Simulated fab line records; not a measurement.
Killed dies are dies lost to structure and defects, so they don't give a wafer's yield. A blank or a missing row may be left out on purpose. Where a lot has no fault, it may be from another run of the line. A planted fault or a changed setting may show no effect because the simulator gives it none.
Which tool did it? + flow n5 finfet + 24 lots with 72 wafers sampled at 6 steps, on a route of 1938 steps

== WHAT EACH GAUGE READ, for each wafer ==
N5_BEOL_M8_OVL_MEAS_12. Usual: M8_OVL typically reads 0.3 nm, with standard deviation 0.79.
| lot  | measured     | on         | M8_OVL (nm)    | flag |
|------|--------------|------------|----------------|------|
| L075 | day 9 13:52  | overlay-02 | -0.2 0.1 -1.8  |      |
| L076 | day 9 21:54  | overlay-01 | 1.0 0.1 0.5    |      |
| L074 | day 9 21:59  | overlay-01 | -0.4 -0.8 -1.3 |      |
| L077 | day 10 06:12 | overlay-02 | 0.5 0.9 -0.3   |      |
| L079 | day 11 06:23 | overlay-01 | 1.2 -0.2 0.8   |      |
| L078 | day 11 09:28 | overlay-02 | 1.0 -0.1 1.0   |      |
| L082 | day 11 12:11 | overlay-02 | -1.1 0.7 0.2   |      |
| L080 | day 11 12:21 | overlay-01 | -0.5 0.8 0.3   |      |
| L081 | day 11 15:47 | overlay-02 | -0.3 -0.1 0.8  |      |
| L083 | day 11 19:20 | overlay-01 | 0.7 0.1 0.7    |      |
| L084 | day 11 20:00 | overlay-02 | 1.5 0.0 1.1    |      |
| L085 | day 12 00:41 | overlay-01 | 0.7 0.3 -0.9   |      |
| L086 | day 12 18:07 | overlay-02 | -0.1 -0.2 0.5  |      |
| L087 | day 12 18:31 | overlay-01 | -0.8 0.3 0.9   |      |
| L088 | day 13 02:22 | overlay-01 | 1.5 0.9 1.4    |      |
| L089 | day 13 10:32 | overlay-02 | -0.6 0.5 -0.2  |      |
| L090 | day 13 13:11 | overlay-02 | -0.3 1.4 1.1   |      |
| L091 | day 13 17:52 | overlay-02 | 1.2 0.9 0.1    |      |
| L092 | day 14 00:11 | overlay-02 | 0.2 1.5 0.8    |      |
| L095 | day 14 14:49 | overlay-01 | -1.0 1.0 -0.6  |      |
| L093 | day 14 19:40 | overlay-01 | 0.9 1.0 0.9    |      |
| L094 | day 15 03:05 | overlay-01 | 1.0 0.3 1.0    |      |
| L096 | day 15 03:16 | overlay-02 | 0.0 -0.5 0.9   |      |
| L097 | day 15 11:42 | overlay-02 | -0.9 0.7 -0.8  |      |

N5_BEOL_M8_CD_MEAS_18: pitch 80 nm, target cd 40 nm. Usual: cd nm 40.0 nm, standard deviation 0.62.
| lot  | measured     | on        | cd nm (nm)     | flag |
|------|--------------|-----------|----------------|------|
| L075 | day 9 14:25  | cd sem-01 | 41.2 40.4 40.4 |      |
| L076 | day 9 22:31  | cd sem-03 | 40.4 41.1 40.9 |      |
| L074 | day 9 22:44  | cd sem-01 | 40.2 39.5 39.9 |      |
| L077 | day 10 06:43 | cd sem-02 | 40.6 40.0 40.4 |      |
| L079 | day 11 07:08 | cd sem-03 | 39.5 39.5 40.0 |      |
| L078 | day 11 09:59 | cd sem-02 | 39.7 40.1 39.3 |      |
| L082 | day 11 13:04 | cd sem-02 | 39.5 39.3 40.1 |      |
| L080 | day 11 13:14 | cd sem-02 | 39.3 39.7 39.0 |      |
| L081 | day 11 16:25 | cd sem-01 | 39.7 40.5 40.1 |      |
| L083 | day 11 19:55 | cd sem-02 | 40.2 40.2 40.9 |      |
| L084 | day 11 20:31 | cd sem-02 | 39.2 37.9 39.4 |      |
| L085 | day 12 01:35 | cd sem-01 | 40.7 39.6 40.2 |      |
| L086 | day 12 19:01 | cd sem-03 | 39.5 40.2 39.9 |      |
| L087 | day 12 19:10 | cd sem-03 | 40.8 40.5 40.6 |      |
| L088 | day 13 02:53 | cd sem-03 | 40.5 41.4 40.5 |      |
| L089 | day 13 11:13 | cd sem-02 | 40.4 40.1 39.5 |      |
| L090 | day 13 14:43 | cd sem-02 | 39.5 40.0 39.6 |      |
| L091 | day 13 18:25 | cd sem-03 | 39.7 39.6 39.7 |      |
| L092 | day 14 00:52 | cd sem-03 | 39.6 40.5 40.4 |      |
| L095 | day 14 15:28 | cd sem-03 | 39.3 39.3 39.5 |      |
| L093 | day 14 20:11 | cd sem-02 | 39.3 38.9 39.8 |      |
| L094 | day 15 03:44 | cd sem-02 | 39.8 40.7 40.6 |      |
| L096 | day 15 03:52 | cd sem-02 | 39.6 39.4 40.2 |      |
| L097 | day 15 12:13 | cd sem-02 | 40.4 41.1 40.3 |      |

N5_BEOL_M8_INSPECT_30: inspects for defects (brightfield). Usual: raw defect count 407, standard deviation 110.
| lot  | measured     | on                | raw defect count | flag |
|------|--------------|-------------------|------------------|------|
| L075 | day 9 15:57  | defect inspect-01 | 402 243 360      |      |
| L076 | day 9 23:40  | defect inspect-01 | 405 346 479      |      |
| L074 | day 9 23:30  | defect inspect-02 | 450 387 558      |      |
| L077 | day 10 11:55 | defect inspect-02 | 581 595 696      |      |
| L079 | day 11 08:46 | defect inspect-01 | 467 298 450      |      |
| L078 | day 11 10:55 | defect inspect-02 | 316 416 461      |      |
| L082 | day 11 14:32 | defect inspect-01 | 334 233 231      |      |
| L080 | day 11 14:29 | defect inspect-02 | 438 274 577      |      |
| L081 | day 11 16:49 | defect inspect-02 | 418 296 418      |      |
| L083 | day 11 23:47 | defect inspect-01 | 637 443 655      |      |
| L084 | day 11 23:58 | defect inspect-02 | 533 521 492      |      |
| L085 | day 12 02:36 | defect inspect-01 | 562 481 295      |      |
| L086 | day 12 19:25 | defect inspect-02 | 235 321 357      |      |
| L087 | day 12 19:41 | defect inspect-02 | 360 437 457      |      |
| L088 | day 13 04:13 | defect inspect-01 | 426 388 305      |      |
| L089 | day 13 11:44 | defect inspect-01 | 352 301 326      |      |
| L090 | day 13 16:53 | defect inspect-01 | 259 238 297      |      |
| L091 | day 13 21:13 | defect inspect-01 | 283 464 471      |      |
| L092 | day 14 02:27 | defect inspect-01 | 372 573 455      |      |
| L095 | day 14 18:32 | defect inspect-01 | 418 270 459      |      |
| L093 | day 14 22:51 | defect inspect-02 | 389 387 357      |      |
| L094 | day 15 04:44 | defect inspect-02 | 443 462 449      |      |
| L096 | day 15 04:50 | defect inspect-02 | 315 371 340      |      |
| L097 | day 15 14:50 | defect inspect-01 | 573 436 756      |      |

N5_BEOL_M8_INSPECT_58: inspects for defects (darkfield). Usual: raw defect count 77, standard deviation 25.
| lot  | measured     | on                | raw defect count | flag |
|------|--------------|-------------------|------------------|------|
| L075 | day 9 18:55  | defect inspect-02 | 86 61 74         |      |
| L076 | day 10 02:49 | defect inspect-01 | 58 54 116        |      |
| L074 | day 10 02:25 | defect inspect-02 | 97 114 55        |      |
| L077 | day 10 15:10 | defect inspect-02 | 68 48 79         |      |
| L079 | day 11 12:22 | defect inspect-01 | 77 72 113        |      |
| L078 | day 11 13:49 | defect inspect-01 | 84 74 57         |      |
| L082 | day 11 17:47 | defect inspect-01 | 46 68 49         |      |
| L080 | day 11 17:31 | defect inspect-02 | 72 119 29        |      |
| L081 | day 11 21:03 | defect inspect-02 | 73 75 76         |      |
| L083 | day 12 04:38 | defect inspect-02 | 114 106 88       |      |
| L084 | day 12 04:54 | defect inspect-01 | 108 94 71        |      |
| L085 | day 12 05:32 | defect inspect-02 | 180 80 81        |      |
| L086 | day 13 00:12 | defect inspect-02 | 54 77 53         |      |
| L087 | day 13 00:29 | defect inspect-01 | 122 86 61        |      |
| L088 | day 13 08:31 | defect inspect-02 | 119 106 150      |      |
| L089 | day 13 15:53 | defect inspect-02 | 85 75 95         |      |
| L090 | day 13 21:24 | defect inspect-01 | 40 72 68         |      |
| L091 | day 14 00:26 | defect inspect-01 | 68 74 88         |      |
| L092 | day 14 06:28 | defect inspect-02 | 69 93 74         |      |
| L095 | day 14 22:26 | defect inspect-01 | 73 65 57         |      |
| L093 | day 15 02:50 | defect inspect-01 | 102 68 43        |      |
| L094 | day 15 08:44 | defect inspect-01 | 67 33 46         |      |
| L096 | day 15 09:17 | defect inspect-01 | 50 67 47         |      |
| L097 | day 15 19:59 | defect inspect-02 | 53 63 59         |      |

== WHICH TOOL RAN EACH LOT (tool, then ch and the chambers of the sampled wafers, then the start) ==
| lot  | N5_BEOL_M8_ETCH_61                 | N5_BEOL_M8_CURE_75            |
|------|------------------------------------|-------------------------------|
| L075 | rie diel-01 ch 0,2, day 9 14:00    | uv cure-02 ch 2, day 9 16:40  |
| L076 | rie diel-04 ch 0,2,3, day 9 22:03  | uv cure-03 ch 0, day 10 00:28 |
| L074 | rie diel-04 ch 0,1, day 9 22:18    | uv cure-03 ch 0, day 10 00:13 |
| L077 | rie diel-01 ch 2,3, day 10 06:17   | uv cure-01 ch 1, day 10 13:02 |
| L079 | rie diel-04 ch 0,2,3, day 11 06:43 | uv cure-03 ch 2, day 11 09:29 |
| L078 | rie diel-02 ch 1,3, day 11 09:34   | uv cure-02 ch 2, day 11 11:34 |
| L082 | rie diel-02 ch 2,3, day 11 12:34   | uv cure-01 ch 0, day 11 15:23 |
| L080 | rie diel-04 ch 0,3, day 11 12:46   | uv cure-03 ch 0, day 11 15:11 |
| L081 | rie diel-01 ch 1,2, day 11 15:59   | uv cure-03 ch 0, day 11 17:29 |
| L083 | rie diel-01 ch 0,1,2, day 11 19:29 | uv cure-01 ch 2, day 12 00:43 |
| L084 | rie diel-02 ch 0,1,3, day 11 20:05 | uv cure-02 ch 1, day 12 00:58 |
| L085 | rie diel-01 ch 0,1, day 12 01:10   | uv cure-02 ch 1, day 12 03:27 |
| L086 | rie diel-01 ch 1,2,3, day 12 18:22 | uv cure-01 ch 2, day 12 20:16 |
| L087 | rie diel-01 ch 0,1, day 12 18:43   | uv cure-02 ch 1, day 12 20:44 |
| L088 | rie diel-01 ch 1,2,3, day 13 02:28 | uv cure-03 ch 2, day 13 04:58 |
| L089 | rie diel-04 ch 0,2,3, day 13 10:37 | uv cure-02 ch 1, day 13 12:34 |
| L090 | rie diel-01 ch 1,2,3, day 13 14:14 | uv cure-03 ch 1, day 13 17:43 |
| L091 | rie diel-02 ch 0,2,3, day 13 17:59 | uv cure-01 ch 0, day 13 22:00 |
| L092 | rie diel-02 ch 0,1,2, day 14 00:26 | uv cure-01 ch 1, day 14 04:16 |
| L095 | rie diel-04 ch 1,3, day 14 14:55   | uv cure-02 ch 1, day 14 19:18 |
| L093 | rie diel-01 ch 0,1,3, day 14 19:46 | uv cure-01 ch 1, day 14 23:57 |
| L094 | rie diel-01 ch 1,3, day 15 03:16   | uv cure-03 ch 0, day 15 05:31 |
| L096 | rie diel-04 ch 0,1,2, day 15 03:26 | uv cure-02 ch 0, day 15 05:54 |
| L097 | rie diel-02 ch 0,3, day 15 11:47   | uv cure-03 ch 0, day 15 16:00 |
- N5_BEOL_M8_ETCH_61: etches SiARC in CF4, target depth 45.5 nm, time 75.8 s.
- N5_BEOL_M8_CURE_75: cures SiCOH lowk, time 120 s.

== AS READ BY THE TOOLS THEMSELVES (means over the sampled wafers that have a number; for cases with no such wafer, the mark the record gives instead) ==
N5_BEOL_M8_ETCH_61. Usual: bias w 36.00 W, standard deviation 0.096; drypump motor current A 5.7 A, standard deviation 0.53; etch rf on time s 75.8 s, standard deviation 1.4; oes product au 0.66 a.u., standard deviation 0.056; rf fwd power W 539.7 W, standard deviation 1.8; rf vpp V 183.8 V, standard deviation 1.1; showerhead plenum p Torr 2.12 Torr, standard deviation 0.053; throttle valve pct 15.66 %, standard deviation 0.27.
| lot  | tool        | bias w (W) | drypump motor current A (A) | etch rf on time s (s) | oes product au (a.u.) | rf fwd power W (W) | rf vpp V (V) | showerhead plenum p Torr (Torr) | throttle valve pct (%) | flag |
|------|-------------|------------|-----------------------------|-----------------------|-----------------------|--------------------|--------------|---------------------------------|------------------------|------|
| L075 | rie diel-01 | 35.98      | 5.2                         | 76.2                  | 0.69                  | 541.9              | 183.8        | 2.10                            | 15.57                  |      |
| L076 | rie diel-04 | 36.00      | 6.1                         | 74.8                  | 0.66                  | 540.9              | 183.5        | 2.06                            | 15.73                  |      |
| L074 | rie diel-04 | 36.08      | 6.5                         | 76.0                  | 0.60                  | 538.9              | 181.9        | 2.06                            | 16.01                  |      |
| L077 | rie diel-01 | 36.02      | 5.5                         | 76.8                  | 0.67                  | 541.5              | 184.1        | 2.10                            | 15.45                  |      |
| L079 | rie diel-04 | 35.97      | 6.1                         | 75.3                  | 0.64                  | 538.6              | 182.8        | 2.05                            | 15.74                  |      |
| L078 | rie diel-02 | 35.90      | 6.1                         | 74.1                  | 0.61                  | 540.1              | 184.2        | 2.13                            | 15.98                  |      |
| L082 | rie diel-02 | 36.00      | 5.3                         | 73.9                  | 0.61                  | 538.7              | 184.1        | 2.15                            | 15.97                  |      |
| L080 | rie diel-04 | 36.03      | 6.3                         | 76.0                  | 0.61                  | 538.2              | 182.4        | 2.03                            | 15.97                  |      |
| L081 | rie diel-01 | 36.04      | 5.2                         | 76.7                  | 0.66                  | 539.2              | 183.8        | 2.10                            | 15.59                  |      |
| L083 | rie diel-01 | 35.99      | 5.3                         | 76.7                  | 0.67                  | 541.7              | 184.1        | 2.13                            | 15.58                  |      |
| L084 | rie diel-02 | 35.89      | 5.7                         | 74.8                  | 0.66                  | 540.4              | 184.2        | 2.15                            | 15.85                  |      |
| L085 | rie diel-01 | 36.08      | 5.4                         | 76.6                  | 0.68                  | 540.1              | 183.9        | 2.17                            | 15.57                  |      |
| L086 | rie diel-01 | 36.02      | 5.6                         | 76.5                  | 0.66                  | 539.6              | 182.7        | 2.13                            | 15.47                  |      |
| L087 | rie diel-01 | 35.98      | 5.3                         | 76.8                  | 0.68                  | 540.7              | 184.7        | 2.16                            | 15.59                  |      |
| L088 | rie diel-01 | 36.15      | 5.6                         | 76.3                  | 0.66                  | 539.8              | 183.9        | 2.13                            | 15.46                  |      |
| L089 | rie diel-04 | 35.96      | 6.1                         | 75.8                  | 0.64                  | 540.2              | 182.4        | 2.05                            | 15.79                  |      |
| L090 | rie diel-01 | 36.02      | 5.6                         | 77.1                  | 0.65                  | 539.9              | 184.3        | 2.13                            | 15.47                  |      |
| L091 | rie diel-02 | 36.03      | 5.5                         | 74.7                  | 0.66                  | 539.7              | 183.9        | 2.17                            | 15.80                  |      |
| L092 | rie diel-02 | 35.92      | 6.0                         | 75.8                  | 0.65                  | 539.9              | 184.6        | 2.17                            | 15.73                  |      |
| L095 | rie diel-04 | 36.01      | 5.8                         | 75.8                  | 0.74                  | 540.0              | 183.0        | 2.08                            | 15.73                  |      |
| L093 | rie diel-01 | 36.01      | 5.6                         | 76.3                  | 0.66                  | 540.2              | 183.5        | 2.15                            | 15.49                  |      |
| L094 | rie diel-01 | 36.00      | 5.7                         | 75.7                  | 0.65                  | 540.4              | 184.9        | 2.16                            | 15.47                  |      |
| L096 | rie diel-04 | 35.97      | 6.3                         | 73.8                  | 0.77                  | 539.0              | 183.5        | 2.14                            | 15.56                  |      |
| L097 | rie diel-02 | 36.06      | 5.4                         | 75.8                  | 0.67                  | 537.7              | 184.2        | 2.16                            | 15.78                  |      |

N5_BEOL_M8_CURE_75. Usual: lamp power pct 52.31 %, standard deviation 0.055; wafer_temp_C_max 371.9, standard deviation 0.55.
| lot  | tool       | lamp power pct (%) | wafer_temp_C_max | flag |
|------|------------|--------------------|------------------|------|
| L075 | uv cure-02 | 52.31              | 371.5            |      |
| L076 | uv cure-03 | 52.30              | 372.7            |      |
| L074 | uv cure-03 | 52.26              | 372.7            |      |
| L077 | uv cure-01 | 52.32              | 371.1            |      |
| L079 | uv cure-03 | 52.28              | 372.0            |      |
| L078 | uv cure-02 | 52.30              | 371.7            |      |
| L082 | uv cure-01 | 52.30              | 372.1            |      |
| L080 | uv cure-03 | 52.29              | 372.0            |      |
| L081 | uv cure-03 | 52.28              | 372.0            |      |
| L083 | uv cure-01 | 52.30              | 371.1            |      |
| L084 | uv cure-02 | 52.34              | 372.2            |      |
| L085 | uv cure-02 | 52.34              | 372.2            |      |
| L086 | uv cure-01 | 52.37              | 371.8            |      |
| L087 | uv cure-02 | 52.35              | 372.0            |      |
| L088 | uv cure-03 | 52.29              | 371.9            |      |
| L089 | uv cure-02 | 52.33              | 372.3            |      |
| L090 | uv cure-03 | 52.30              | 370.9            |      |
| L091 | uv cure-01 | 52.38              | 372.1            |      |
| L092 | uv cure-01 | 52.32              | 371.6            |      |
| L095 | uv cure-02 | 52.33              | 373.0            |      |
| L093 | uv cure-01 | 52.30              | 372.2            |      |
| L094 | uv cure-03 | 52.31              | 372.3            |      |
| L096 | uv cure-02 | 52.34              | 371.4            |      |
| L097 | uv cure-03 | 52.37              | 371.9            |      |

== THE ANSWER, worked out from the rows above alone ==
Rule: a lot is off if the mean of its wafers that have a number lies more than 3 standard deviations from the usual mean. Also off: a lot with no number at a reading for which 4 or more lots have one. The other lots that the step has rows for count as sound. After the gauges, taken in route order, come the tools' own readings; for these a lot's mean is taken, as printed above. The first step at which some lot is off is used, and at that step the reading that is off furthest; a lot without a number counts as furthest.
No lot is off on any of the readings shown, so nothing can be concluded from this.

== WHAT THE SIMULATOR HAD INSERTED ==
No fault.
